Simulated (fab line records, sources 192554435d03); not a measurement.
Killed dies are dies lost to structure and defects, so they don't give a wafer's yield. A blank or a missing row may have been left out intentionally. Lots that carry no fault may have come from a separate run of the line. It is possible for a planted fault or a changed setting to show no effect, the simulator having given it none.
The tool behind it: which one?	flow n5Finfet	9 lots with 25 wafers sampled at 5 steps, on a route of 1938 steps

WHAT EACH GAUGE READ, for each wafer
N5_BEOL_M4_OCD_MEAS_38.
lot	measured	on	trenchDepthNm (nm)
L882	day 7 13:28	ocd-02	56.7 54.9 54.1
L883	day 7 21:33	ocd-01	54.9 54.6 54.3
L886	day 8 15:48	ocd-01	54.9 58.5 57.6
L893	day 11 07:49	ocd-02	57.4 53.8 57.7
L896	day 11 14:26	ocd-01	54.9 56.4 55.7
L900	day 12 16:12	ocd-02	10.5 1.3
L902	day 13 18:20	ocd-01	4.0 54.5
L904	day 13 18:42	ocd-01	57.4 53.4 56.7
L905	day 14 01:16	ocd-02	55.9 57.9 55.7

EACH LOT AND THE TOOL THAT RAN IT (in order: tool; ch and the chambers of the sampled wafers; start)
lot	N5_BEOL_M3_ANNEAL_91	N5_BEOL_M3_ANNEAL_95	N5_BEOL_M4_DESCUM_16	N5_BEOL_M4_ETCH_64
L882	pvdSputter-01, day 7 04:19	pvdSputter-01, day 7 04:46	rieDiel-05 ch 1,2,3, day 7 10:22	rieDiel-05 ch 1,2,3, day 7 10:26
L883	pvdSputter-03, day 7 12:22	pvdSputter-03, day 7 12:48	rieDiel-03 ch 0,2,3, day 7 18:30	rieDiel-03 ch 0,2,3, day 7 18:35
L886	pvdSputter-01, day 8 09:27	pvdSputter-01, day 8 09:57	rieDiel-03 ch 1,3, day 8 12:58	rieDiel-03 ch 1,3, day 8 13:03
L893	pvdSputter-02, day 10 22:23	pvdSputter-02, day 10 22:49	rieDiel-01 ch 1,2,3, day 11 01:17	rieDiel-01 ch 1,2,3, day 11 01:22
L896	pvdSputter-03, day 11 02:15	pvdSputter-03, day 11 02:41	rieDiel-03 ch 1,3, day 11 06:45	rieDiel-03 ch 1,3, day 11 06:50
L900	pvdSputter-02, day 12 11:15	pvdSputter-02, day 12 11:41	rieDiel-03 ch 1,2, day 12 14:05	rieDiel-03 ch 1,2, day 12 14:10
L902	pvdSputter-02, day 12 22:33	pvdSputter-02, day 12 22:59	rieDiel-03 ch 0,1, day 13 01:38	rieDiel-03 ch 0,1, day 13 01:43
L904	pvdSputter-01, day 13 04:50	pvdSputter-01, day 13 05:16	rieDiel-01 ch 1,2,3, day 13 09:29	rieDiel-01 ch 1,2,3, day 13 09:34
L905	pvdSputter-02, day 13 13:34	pvdSputter-02, day 13 14:01	rieDiel-01 ch 1,3, day 13 16:55	rieDiel-01 ch 1,3, day 13 16:59
- N5_BEOL_M3_ANNEAL_91: time 240 s.
- N5_BEOL_M3_ANNEAL_95: time 240 s.
- N5_BEOL_M4_DESCUM_16: chemistry O2, time 7 s.
- N5_BEOL_M4_ETCH_64: etches SOC in N2/H2, target depth 75 nm, overetch 22.5 nm, time 121.9 s.

THE ANSWER, worked out from the rows above alone
Rule: usual is defined by the lots themselves. The widest of any qualifying gaps counts: lots, ordered by their means at a reading, are off when they make up no more than a third of the lots, leave a main group of 4 or more, and stand apart from it by 3 or more times the standard deviation of that group's means. A main group whose means are all the same, to the digits that the tables above print for the reading, isn't used. A lot without any number at a reading at which 4 lots or more have one is off too. All remaining lots with rows at the step are treated as sound.
Off: L900, L902, at N5_BEOL_M4_OCD_MEAS_38 (trenchDepthNm). For the main group the mean is 55.9 nm and the standard deviation 0.75.
If a tool, at a process step before that reading, ran all the lots that are off and no sound lot after the first of them, it fits. Those tools and the gauges at N5_BEOL_M4_OCD_MEAS_38 are tried in the same way. One candidate fits, namely rieDiel-03 at N5_BEOL_M4_DESCUM_16 and N5_BEOL_M4_ETCH_64. At N5_BEOL_M4_DESCUM_16 its last sound lot is L896 (day 11 06:45), its first lot that is off L900 (day 12 14:05): a fault that began between those two fits.

WHAT THE SIMULATOR HAD INSERTED
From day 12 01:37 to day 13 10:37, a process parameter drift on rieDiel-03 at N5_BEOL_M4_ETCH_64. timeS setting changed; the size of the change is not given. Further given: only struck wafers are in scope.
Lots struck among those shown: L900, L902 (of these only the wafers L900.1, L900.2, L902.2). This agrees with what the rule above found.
